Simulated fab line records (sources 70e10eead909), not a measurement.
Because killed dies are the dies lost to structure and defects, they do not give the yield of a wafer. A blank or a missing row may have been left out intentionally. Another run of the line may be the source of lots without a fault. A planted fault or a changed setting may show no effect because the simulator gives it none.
A lot that was struck, set against a sound lot + flow nand_harc + 18 out of 1302 route steps
Sound: wafers L672.1, L672.2, L672.5. Struck: wafers L681.2, L681.4 (left out: L681.1, a lot-mate that was not struck); the cause follows at the end.
At each step with rows: each side's tool, then ch and its chambers, then its first start. Under that, the readings that differ: sound wafers + struck wafers + difference of the means + sigmas: that difference in standard deviations of wafers without a fault.
alike: readings with means less than 2 such deviations apart, plus words and numbers identical on both sides. not compared: withheld readings, readings lacking a value on some wafer, bounds such as >300 that could conceal the same value, and numbers that have no deviation in the record and whose values overlap.
A row with sigmas, a row that says differs or no value, or rows on one side alone: a step with any of these is where the two part. Numbers that have no deviation but don't overlap get no sigmas and don't part them. A reading missing from all wafers of one side parts the sides only when that side holds two or more wafers.

NHARC_A_SGD_CUT_CD_MEAS_09 targets a cd of 100 nm.
  sound on cd_sem-03 ch 0, day 20 23:49; struck on cd_sem-01 ch 0, day 24 19:43
  alike: cd_nm
NHARC_A_SGD_CUT_OVL_MEAS_10:
  sound: overlay-01 at day 20 23:54; struck: overlay-02 at day 24 19:48
| reading           | sound          | struck  | difference | sigmas |
|-------------------|----------------|---------|------------|--------|
| overlay_x_nm (nm) | -1.0 -0.9 -1.0 | 0.8 1.6 | +2.2       | +2     |
  alike: overlay_y_nm
NHARC_A_SGD_CUT_INSPECT_11:
  sound: defect_inspect-02 at day 20 23:56; struck: defect_inspect-02 at day 24 19:50
  alike: raw_defect_count
NHARC_A_SGD_CUT_DESCUM_14: chemistry O2, time 3 s.
  sound on rie_diel-01 ch 0,3, day 21 00:01; struck on rie_diel-01 ch 1,2, day 24 19:54
  alike: drypump_motor_current_A, o2_flow_sccm, oes_product_au, rf_vpp_V, showerhead_plenum_p_Torr, throttle_valve_pct
  not compared: rf_hours_counter_h
NHARC_A_SGD_CUT_ETCH_58: etches the open film in CF4, target depth 39 nm, time 65 s.
  sound on rie_diel-01 ch 0,1,3, day 21 00:05; struck on rie_diel-01 ch 1,3, day 24 19:59
  alike: bias_w, drypump_motor_current_A, oes_product_au, rf_vpp_V, showerhead_plenum_p_Torr, throttle_valve_pct
  not compared: rf_hours_counter_h
NHARC_A_SGD_CUT_ETCH_59: etches the open film in N2/H2, target depth 260 nm, time 406.25 s.
  sound on rie_diel-01 ch 1,2,3; struck on rie_diel-01 ch 2,3
  alike: bias_w, drypump_motor_current_A, h2_flow_sccm, oes_product_au, rf_vpp_V, showerhead_plenum_p_Torr, throttle_valve_pct
  not compared: rf_hours_counter_h
NHARC_A_SGD_CUT_ETCH_15: etches the open film in CH3F/O2, target depth 75 nm, time 64.3 s.
  sound on rie_diel-01 ch 0,2; struck on rie_diel-01 ch 0,1
  alike: bias_w, drypump_motor_current_A, o2_flow_sccm, oes_product_au, rf_vpp_V, showerhead_plenum_p_Torr, throttle_valve_pct
  not compared: rf_hours_counter_h
then, 2 steps without rows for these wafers: NHARC_A_SGD_CUT_ETCH_16 (etches the open film in C4F8/O2/Ar, target depth 310.5 nm, time 155.2 s); NHARC_A_SGD_CUT_STRIP_60 (strips in C4F8/O2/Ar).
NHARC_A_SGD_CUT_STRIP_17: strips in O2.
  sound on rie_diel-01 ch 0,1,3; struck on rie_diel-01 ch 0,3
  alike: drypump_motor_current_A, o2_flow_sccm, oes_product_au, rf_vpp_V, showerhead_plenum_p_Torr, throttle_valve_pct
  not compared: rf_hours_counter_h
then, 2 steps without rows for these wafers: NHARC_A_SGD_CUT_PRECLEAN_18 (cleans in SC1); NHARC_A_SGD_CUT_SRD_19.
NHARC_A_SGD_CUT_DEP_20: deposits SiO2, target thk 150 nm.
  sound on fcvd-02 ch 0,1, day 21 01:07; struck on fcvd-02 ch 0,1, day 24 21:01
then, 1 step without rows for these wafers: NHARC_A_SGD_CUT_ANNEAL_27 (time 1800 s).
NHARC_A_SGD_CUT_CMP_21: polishes, target thk 148.19 nm.
  sound on cmp-02 ch 0,1, day 21 06:08; struck on cmp-04 ch 0,1, day 25 01:30
| reading                | sound    | struck | difference | sigmas |
|------------------------|----------|--------|------------|--------|
| time_to_endpoint_s (s) | 49 50 52 | 15 17  | -34        | -11    |
  alike: edge_zone_pressure_frac, motor_current_A
NHARC_A_SGD_CUT_THK_MEAS_22: measures by ellipsometry.
  sound: film_metro-01 at day 21 06:23; struck: film_metro-02 at day 25 01:44
| reading     | sound             | struck    | difference | sigmas |
|-------------|-------------------|-----------|------------|--------|
| thk_nm (nm) | 146.8 147.0 148.3 | 41.8 45.3 | -103.8     | -69    |
following that, these wafers have no rows for 1 step: NHARC_A_SGD_CUT_SRD_23.
-- jump in the record: it breaks off in module A_SGD_CUT and resumes in module END (first step shown: number 1302 of the route), and 5 days separate the struck wafers' starts before and after --
NHARC_END_SORT_01:
  sound on prober-02 ch 0, day 26 03:46; struck on prober-02 ch 0, day 29 23:57
  alike: killed_at_array, killed_at_other, killed_at_periphery, killed_dies, killed_open, killed_short

## WHERE THEY PART
Earliest at NHARC_A_SGD_CUT_OVL_MEAS_10; latest, in this record, at NHARC_A_SGD_CUT_THK_MEAS_22. Later steps at which nothing parts them and some readings are alike: NHARC_END_SORT_01.

WHY: what the simulator had put in
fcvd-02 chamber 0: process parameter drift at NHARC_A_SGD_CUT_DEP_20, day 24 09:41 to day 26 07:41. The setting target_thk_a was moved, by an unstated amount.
